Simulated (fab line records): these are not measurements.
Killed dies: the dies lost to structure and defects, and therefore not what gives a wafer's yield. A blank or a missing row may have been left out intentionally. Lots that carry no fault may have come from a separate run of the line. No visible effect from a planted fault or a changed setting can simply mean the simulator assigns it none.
Comparing a struck lot with a sound one / flow nandHarc / 18 steps out of a route of 1159
Sound: the wafers L861.4, L861.5, L861.6. Struck: wafers L865.1, L865.3, L865.4. At the end, the cause is stated.
Each step with rows lists, per side, the tool, then ch with its chambers, then its first start. Under that, the readings that differ: sound wafers / struck wafers / difference of the means / sigmas: that difference in standard deviations of wafers without a fault.
alike: readings with means less than 2 such deviations apart, plus words and numbers identical on both sides. not compared: withheld readings, readings lacking a value on some wafer, bounds such as >300 that could conceal the same value, and numbers that have no deviation in the record and whose values overlap.
The two part at a step that has a row with sigmas, a row that says differs or no value, or rows on one side only. When numbers do not overlap yet have no deviation, they are printed without sigmas and do not part them. A reading that every wafer of one side lacks parts them only if that side has two wafers or more.

first, 2 steps without rows for these wafers: NHARC_P_BONDPAD_HARDBAKE_10 (time 65 s); NHARC_P_BONDPAD_DESCUM_11 (chemistry O2, time 3 s).
NHARC_P_BONDPAD_ETCH_37: etches the open film in N2/H2, target depth 60 nm, overetch 18 nm, time 65.91 s.
  sound on rieDiel-03 ch 0,1,3, day 6 19:49; struck on rieDiel-01 ch 0,1,2, day 7 05:20
  alike: chamberPressureMTorr, drypumpMotorCurrentA, n2FlowSccm, oesProductAu, rfVppV, showerheadPlenumPTorr, throttleValvePct
  not compared: rfHoursCounterH
NHARC_P_BONDPAD_ETCH_12: etches the open film in CHF3/O2, target depth 200 nm, time 100 s.
  sound on rieDiel-03 ch 0,1,3; struck on rieDiel-01 ch 0,1,3
  alike: chamberPressureMTorr, drypumpMotorCurrentA, oesProductAu, rfVppV, showerheadPlenumPTorr, throttleValvePct
  not compared: rfHoursCounterH
NHARC_P_BONDPAD_CD_MEAS_13:
  struck on cdSem-03, day 7 05:34; sound on cdSem-01, day 6 20:02
  alike: cdNm
then, 5 steps without rows for these wafers: NHARC_P_BONDPAD_STRIP_15 (strips in O2); NHARC_P_BONDPAD_ETCH_24 (etches the open film in CF4/N2, target depth 30 nm, time 72.99 s); NHARC_P_BONDPAD_STRIP_16 (strips in post etch residue remover, time 600 s); NHARC_P_BONDPAD_DEGAS_25 (time 60 s); NHARC_P_BONDPAD_PRE_CLEAN_26 (time 30 s).
NHARC_P_BONDPAD_PVD_17: deposits TaN, target thk 5 nm, time 8.06 s.
  sound on pvdSputter-03; struck on pvdSputter-01
  alike: throttleValvePct
NHARC_P_BONDPAD_PVD_27: deposits Cu, target thk 30 nm, time 20.49 s.
  sound on pvdSputter-03; struck on pvdSputter-01
  alike: throttleValvePct
NHARC_P_BONDPAD_ECD_18: material Cu, target thk 400 nm.
  sound on ecdCu-01 ch 0,1, day 6 21:13; struck on ecdCu-02 ch 0,1, day 7 06:35
  no value came back on the struck wafers for bathHeatDutyPct (%), bathTempC (C); on the sound wafers bathHeatDutyPct (%) reads 6.6 7.0 5.3
NHARC_P_BONDPAD_ANNEAL_28: time 90 s.
  sound on rtpAnneal-02 ch 0, day 6 21:52; struck on rtpAnneal-02 ch 0, day 7 06:55
  alike: wafer_temp_C_max
then, 1 step without rows for these wafers: NHARC_P_BONDPAD_CMP_19 (polishes, t overpolish 30 s, cu recess touch 16 s, target thk 160.81 nm).
NHARC_P_BONDPAD_THK_MEAS_20: measures by xrf.
  struck on filmMetro-02, day 7 07:35; sound on filmMetro-01, day 6 22:32
reading=thkNm (nm); sound=161.9 162.7 162.3; struck=29.8 29.5 30.6; difference=-132.3; sigmas=-74
then, 1 step without rows for these wafers: NHARC_P_BONDPAD_SRD_21 (time 30 s, dry time 20 s).
-- break in the record here, with 13 days between the starts of the struck wafers on either side (left off in module P_BONDPAD, picked up again in module END, where the first step shown is number 1159 on the route) --
NHARC_END_SORT_01:
  sound on prober-02 ch 0, day 19 22:46; struck on prober-01 ch 0, day 19 20:19
reading=defectLimitedYield (%); sound=96.6 97.2 97.3; struck=0 0 0; difference=-97; sigmas=-69
reading=killedAtPeriphery; sound=3 1 1; struck=657 662 652; difference=+655; sigmas=+99 or more
reading=killedDies; sound=23 19 18; struck=677 677 677; difference=+657; sigmas=+71
reading=sort_bin_2_pct (%); sound=0.9 1.0 0.7; struck=98.2 98.4 97.8; difference=+97.3; sigmas=+99 or more
reading=sortNPass; sound=654 658 659; struck=0 0 0; difference=-657; sigmas=-71
reading=sortRimYieldPct (%); sound=94.3 99.1 96.2; struck=0 0 0; difference=-97; sigmas=-46
reading=sortYieldPct (%); sound=96.6 97.2 97.3; struck=0 0 0; difference=-97; sigmas=-69
  alike: killedAtArray, killedAtOther, killedOpen, killedShort, sort_bin_3_pct, sort_bin_4_pct

## WHERE THEY PART
Earliest at NHARC_P_BONDPAD_ECD_18; latest, in this record, at NHARC_END_SORT_01.

WHY: whatever the simulator had introduced
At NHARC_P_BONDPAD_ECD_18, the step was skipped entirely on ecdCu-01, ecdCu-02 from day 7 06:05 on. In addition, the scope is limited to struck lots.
